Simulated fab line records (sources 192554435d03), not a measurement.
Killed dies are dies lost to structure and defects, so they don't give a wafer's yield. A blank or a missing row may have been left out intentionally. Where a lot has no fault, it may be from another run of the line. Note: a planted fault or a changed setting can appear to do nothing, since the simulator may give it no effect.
Matching of chambers    flow n5-finfet    N5_FIN_SAQP_STRIP_77 on rie-diel-02: 4 sister chambers
The step strips in N2/H2, time 90 s. 4 wafers are shown with their chamber, then 8 later ones without.

## WAFERS, EACH WITH ITS CHAMBER
wafer   chamber  drypump-motor-current-A (A)
L089.2  3        5.3
L090.2  1        6.5
L090.3  0        5.1
L091.1  2        5.1

## WAFERS MISSING THEIR CHAMBER
wafer   drypump-motor-current-A (A)
L091.2  6.4
L091.6  5.3
L092.4  6.4
L092.5  5.1
L092.6  6.4
L095.2  5.3
L095.3  5.2
L095.6  5.3

## THE CHAMBER EACH PASSED THROUGH
wafer   from the rows above           in truth
L091.2  1                             1
L091.6  3                             3
L092.4  1                             1
L092.5  can't be placed: 0 or 2       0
L092.6  1                             1
L095.2  3                             3
L095.3  can't be placed: 3 or 0 or 2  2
L095.6  3                             3
Placed correctly: 6 of 8. These rows do not allow placing 2 (true chamber among the candidates in 2). Wrongly placed: 0.
How it was worked out, from the rows above alone: a wafer's distance from a chamber is the root of the sum, over the readings, of the square of ((its reading less the chamber's mean) divided by the reading's scatter). The wafer belongs to the nearest chamber; if the next one is less than 2 further off, it can't be placed. The mean given for a chamber averages the wafers shown for that chamber. The scatter (one wafer shown for each chamber): square how far every hidden wafer sits from the nearest shown wafer, average those squares and take the square root.
